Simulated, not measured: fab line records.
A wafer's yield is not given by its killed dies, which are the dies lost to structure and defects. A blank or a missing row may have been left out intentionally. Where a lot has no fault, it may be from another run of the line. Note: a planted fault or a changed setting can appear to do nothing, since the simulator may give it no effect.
Which of the tools did it? ; flow n5Finfet ; 25 wafers from 9 lots sampled at 6 of the route's 1938 steps

== WHAT THE GAUGES READ, wafer by wafer ==
N5_BEOL_M2_INSPECT_30: inspects for defects (brightfield).
lot;measured;on;rawDefectCount
L968;day 7 00:35;defectInspect-02;325 378 290
L974;day 8 16:46;defectInspect-02;536 605
L975;day 8 19:40;defectInspect-02;321 346
L977;day 9 18:47;defectInspect-02;339 387 307
L984;day 11 03:32;defectInspect-01;308 376 408
L985;day 11 05:38;defectInspect-01;487 428 481
L986;day 11 16:59;defectInspect-01;383 305 499
L988;day 12 05:53;defectInspect-01;556 536 731
L989;day 12 14:03;defectInspect-01;384 342 534

N5_BEOL_M2_OCD_MEAS_38.
lot;measured;on;trenchDepthNm (nm)
L968;day 7 05:46;ocd-01;56.0 55.3 55.4
L974;day 8 17:46;ocd-01;55.6 47.5
L975;day 8 21:41;ocd-01;55.8 43.3
L977;day 9 22:01;ocd-01;54.8 43.5 54.9
L984;day 11 06:18;ocd-02;55.3 55.0 55.7
L985;day 11 06:26;ocd-01;56.5 55.9 57.1
L986;day 12 03:49;ocd-01;55.5 55.5 55.5
L988;day 12 15:33;ocd-01;56.0 54.5 56.3
L989;day 12 18:46;ocd-01;56.2 56.7 55.2

N5_BEOL_M4_RC_MEAS_101.
lot;measured;on;CHAIN_V1_max_site (ohm/link);CHAIN_V2_max_site (ohm/link);DIBL_N (mV/V);DIBL_P (mV/V);IOFF_N (nA/um);IOFF_P (nA/um);ION_N (uA/um);ION_P (uA/um);SERP_M2_max_site (ohm/um);SS_N (mV/dec);SS_P (mV/dec);VT_N (mV);VT_P (mV)
L968;day 8 18:29;prober-01;240 249 249;232 236 238;34.7 35.4 35.9;35.4 35.5 36.0;0.147 0.154 0.162;0.193 0.193 0.212;674 673 676;461 457 463;194 214 196;70.8 71.6 71.6;72.1 73.2 72.9;249.7 250.8 249.0;-250.8 -250.3 -249.7
L974;day 10 01:46;prober-01;246 ~571;236 ~571;35.9 35.3;37.6 36.3;0.178 0.157;0.229 0.213;687 672;463 461;200 ~5.4054e+05;71.1 70.7;73.7 73.3;248.4 251.2;-251.9 -250.3
L975;day 10 06:29;prober-02;250 ~571;242 ~571;34.5 34.8;35.8 36.1;0.155 0.159;0.194 0.199;687 690;471 467;209 ~5.4054e+05;71.6 71.2;72.5 73.2;249.1 249.1;-251.3 -253.2
L977;day 10 22:40;prober-01;241 ~571 234;227 ~571 241;34.4 36.0 35.0;35.3 37.7 35.8;0.131 0.168 0.136;0.202 0.234 0.205;670 674 660;464 470 456;210 ~5.4054e+05 208;71.1 71.9 71.7;72.9 74.5 73.6;252.5 247.5 252.5;-251.6 -246.9 -250.2
L984;day 12 19:37;prober-02;249 252 241;230 244 245;35.0 35.2 38.0;34.3 34.6 37.7;0.146 0.144 0.191;0.194 0.202 0.251;679 667 679;467 462 467;213 218 207;70.6 70.2 70.8;72.6 72.6 73.4;249.2 249.8 243.9;-249.9 -249.2 -248.9
L985;day 12 12:07;prober-02;225 243 230;246 237 248;35.1 35.0 34.2;33.6 34.5 33.2;0.140 0.153 0.135;0.178 0.185 0.174;667 680 668;459 460 455;186 211 193;70.2 71.4 70.4;72.8 73.0 72.7;251.3 246.7 249.4;-250.3 -255.1 -253.7
L986;day 13 08:55;prober-02;255 244 254;245 237 233;36.2 33.3 35.4;37.0 34.4 36.0;0.155 0.112 0.134;0.210 0.168 0.185;681 667 676;465 460 465;226 202 207;71.0 70.5 71.1;72.6 72.3 72.1;248.7 252.3 250.8;-248.2 -251.6 -252.4
L988;day 13 20:19;prober-01;244 246 246;240 237 246;36.9 36.1 37.2;37.2 36.4 37.9;0.179 0.162 0.189;0.233 0.231 0.242;680 683 687;468 469 471;221 218 220;71.7 71.4 72.7;73.4 74.0 74.3;249.0 249.9 247.6;-246.6 -250.1 -248.8
L989;day 14 01:29;prober-01;231 224 235;235 232 236;36.2 35.2 37.5;36.6 34.4 37.0;0.155 0.125 0.157;0.221 0.181 0.228;673 660 673;465 451 460;186 188 194;71.6 70.8 71.8;74.1 73.0 74.3;250.7 253.3 250.6;-249.9 -250.6 -249.8

== EACH LOT AND THE TOOL THAT RAN IT (in order: tool; ch and the chambers of the sampled wafers; start) ==
lot;N5_BEOL_M2_HM_DEP_02;N5_BEOL_M2_ETCH_77;N5_BEOL_M2_ALD_98
L968;pvdSputter-03, day 6 23:06;rieDiel-04 ch 0,1, day 7 00:40;aldSin-02 ch 0,1,3, day 7 00:46
L974;pvdSputter-02, day 8 15:02;rieDiel-05 ch 0,2, day 8 16:51;aldSin-01 ch 1,2, day 8 17:08
L975;pvdSputter-02, day 8 18:19;rieDiel-06 ch 2,3, day 8 19:52;aldSin-01 ch 1,2, day 8 20:04
L977;pvdSputter-02, day 9 16:19;rieDiel-05 ch 1,2, day 9 18:59;aldSin-03 ch 0,2,3, day 9 19:05
L984;pvdSputter-03, day 11 02:10;rieDiel-05 ch 0,2, day 11 03:37;aldSin-03 ch 0,2, day 11 03:43
L985;pvdSputter-01, day 11 04:14;rieDiel-04 ch 0,2,3, day 11 05:49;aldSin-03 ch 0,3, day 11 05:55
L986;pvdSputter-03, day 11 15:08;rieDiel-05 ch 0,1,2, day 11 17:09;aldSin-03 ch 0,1,2, day 11 17:16
L988;pvdSputter-03, day 12 04:23;rieDiel-05 ch 1,2,3, day 12 05:57;aldSin-03 ch 1,2,3, day 12 07:15
L989;pvdSputter-03, day 12 06:51;rieDiel-04 ch 1,3, day 12 14:07;aldSin-02 ch 1,2,3, day 12 14:13
- N5_BEOL_M2_HM_DEP_02: deposits TiN, target thk 20 nm.
- N5_BEOL_M2_ETCH_77: etches underlayer in N2/H2, target depth 6.5 nm, time 5.2 s.
- N5_BEOL_M2_ALD_98: deposits SiO2, target thk 2.5 nm, pulse time 1 s, co reactant pulse time 1 s.

== WHAT THE TOOLS THEMSELVES READ (means of the sampled wafers that have a number; where no wafer has one, the mark that the record gives instead) ==
N5_BEOL_M2_HM_DEP_02.
lot;tool;throttleValvePct (%)
L968;pvdSputter-03;30.5
L974;pvdSputter-02;30.5
L975;pvdSputter-02;30.9
L977;pvdSputter-02;30.3
L984;pvdSputter-03;29.7
L985;pvdSputter-01;30.5
L986;pvdSputter-03;30.0
L988;pvdSputter-03;30.1
L989;pvdSputter-03;29.8

N5_BEOL_M2_ETCH_77.
lot;tool;drypumpMotorCurrentA (A);etchRfOnTimeS (s);oesProductAu (a.u.);rfVppV (V);showerheadPlenumPTorr (Torr);throttleValvePct (%)
L968;rieDiel-04;5.6;5.16;0.75;523.4;2.58;17.54
L974;rieDiel-05;5.4;5.12;0.78;527.1;2.66;17.52
L975;rieDiel-06;6.1;5.27;0.61;522.0;2.42;17.76
L977;rieDiel-05;5.8;5.18;0.71;526.5;2.61;17.36
L984;rieDiel-05;5.3;5.20;0.74;526.8;2.66;17.68
L985;rieDiel-04;5.6;5.11;0.72;524.1;2.57;17.74
L986;rieDiel-05;5.5;5.24;0.68;526.1;2.65;17.63
L988;rieDiel-05;5.8;5.22;0.71;524.4;2.57;17.53
L989;rieDiel-04;5.9;5.12;0.72;525.8;2.57;17.47

N5_BEOL_M2_ALD_98.
lot;tool;heaterPowerW (W);precursorPulseHeightRel
L968;aldSin-02;78;0.997
L974;aldSin-01;78;0.984
L975;aldSin-01;79;1.031
L977;aldSin-03;71;0.980
L984;aldSin-03;74;1.008
L985;aldSin-03;77;1.017
L986;aldSin-03;72;0.995
L988;aldSin-03;69;1.006
L989;aldSin-02;81;1.014

== THE ANSWER, worked out from the rows above alone ==
Rule: usual is defined by the lots themselves. The widest of any qualifying gaps counts: lots, ordered by their means at a reading, are off when they make up no more than a third of the lots, leave a main group of 4 or more, and stand apart from it by 3 or more times the standard deviation of that group's means. A main group whose means are all the same, to the digits that the tables above print for the reading, isn't used. Also off: a lot with no number at a reading for which 4 or more lots have one. The other lots that the step has rows for count as sound. After the gauges, taken in route order, come the tools' own readings; for these a lot's mean is taken, as printed above. The first step at which some lot is off is used, and at that step the reading that is off furthest; a lot without a number counts as furthest.
Off at N5_BEOL_M2_OCD_MEAS_38 (trenchDepthNm): L974, L975, L977. Main group: mean 55.8 nm, sd 0.39.
A tool fits if, at a process step before that reading, it ran every lot that is off, and no sound lot after the first of them. Those tools and the gauges at N5_BEOL_M2_OCD_MEAS_38 are tried in the same way. One fits: N5_BEOL_M2_HM_DEP_02 on pvdSputter-02. It ran no sound lot before its first lot that is off in this sample, so the start can't be narrowed down.

== WHAT HAD BEEN PUT IN BY THE SIMULATOR ==
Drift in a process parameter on pvdSputter-02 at N5_BEOL_M2_HM_DEP_02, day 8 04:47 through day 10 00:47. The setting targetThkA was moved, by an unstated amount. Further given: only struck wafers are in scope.
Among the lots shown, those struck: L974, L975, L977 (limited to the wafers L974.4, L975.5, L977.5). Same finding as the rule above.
